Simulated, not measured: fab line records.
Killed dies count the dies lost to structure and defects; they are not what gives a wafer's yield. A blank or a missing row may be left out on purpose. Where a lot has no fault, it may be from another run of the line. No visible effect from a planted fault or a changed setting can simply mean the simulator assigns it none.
Matching of chambers || flow n5 finfet || N5_SD_EPI_N_LINER_46 on ald sin-02 has 4 sister chambers
The step material SiNx, target thk 3 nm. 4 wafers are shown with their chamber, then 8 later ones without.

== WAFERS WITH THEIR CHAMBER ==
{"wafer": "L082.5", "chamber": 3, "heater power w (W)": 657}
{"wafer": "L090.2", "chamber": 1, "heater power w (W)": 860}
{"wafer": "L090.4", "chamber": 0, "heater power w (W)": 902}
{"wafer": "L091.1", "chamber": 2, "heater power w (W)": 859}

== WAFERS WITHOUT THEIR CHAMBER ==
{"wafer": "L091.3", "heater power w (W)": 898}
{"wafer": "L091.6", "heater power w (W)": 891}
{"wafer": "L095.2", "heater power w (W)": 655}
{"wafer": "L095.3", "heater power w (W)": 876}
{"wafer": "L095.6", "heater power w (W)": 891}
{"wafer": "L097.1", "heater power w (W)": 883}
{"wafer": "L097.3", "heater power w (W)": 885}
{"wafer": "L097.6", "heater power w (W)": 876}

== WHICH CHAMBER EACH ONE RAN IN ==
{"wafer": "L091.3", "from the rows above": 0, "in truth": 0}
{"wafer": "L091.6", "from the rows above": "can't be placed: 0 or 1 or 2", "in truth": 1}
{"wafer": "L095.2", "from the rows above": 3, "in truth": 3}
{"wafer": "L095.3", "from the rows above": "can't be placed: 1 or 2 or 0", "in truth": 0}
{"wafer": "L095.6", "from the rows above": "can't be placed: 0 or 1 or 2", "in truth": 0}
{"wafer": "L097.1", "from the rows above": "can't be placed: 0 or 1 or 2", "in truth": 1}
{"wafer": "L097.3", "from the rows above": "can't be placed: 0 or 1 or 2", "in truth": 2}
{"wafer": "L097.6", "from the rows above": "can't be placed: 1 or 2 or 0", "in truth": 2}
Placed correctly: 2 of 8. From these rows, 6 cannot be placed; in 6 the true chamber is one of the candidates. 0 placed wrongly.
How it was worked out, from the rows above alone: a wafer's distance from a chamber is the root of the sum, over the readings, of the square of ((its reading less the chamber's mean) divided by the reading's scatter). The wafer belongs to the nearest chamber; if the next one is less than 2 further off, it can't be placed. For every chamber, the mean is computed from those of its wafers that are shown. The scatter: root of mean squared gap, hidden wafer to nearest shown wafer, with one shown wafer a chamber.
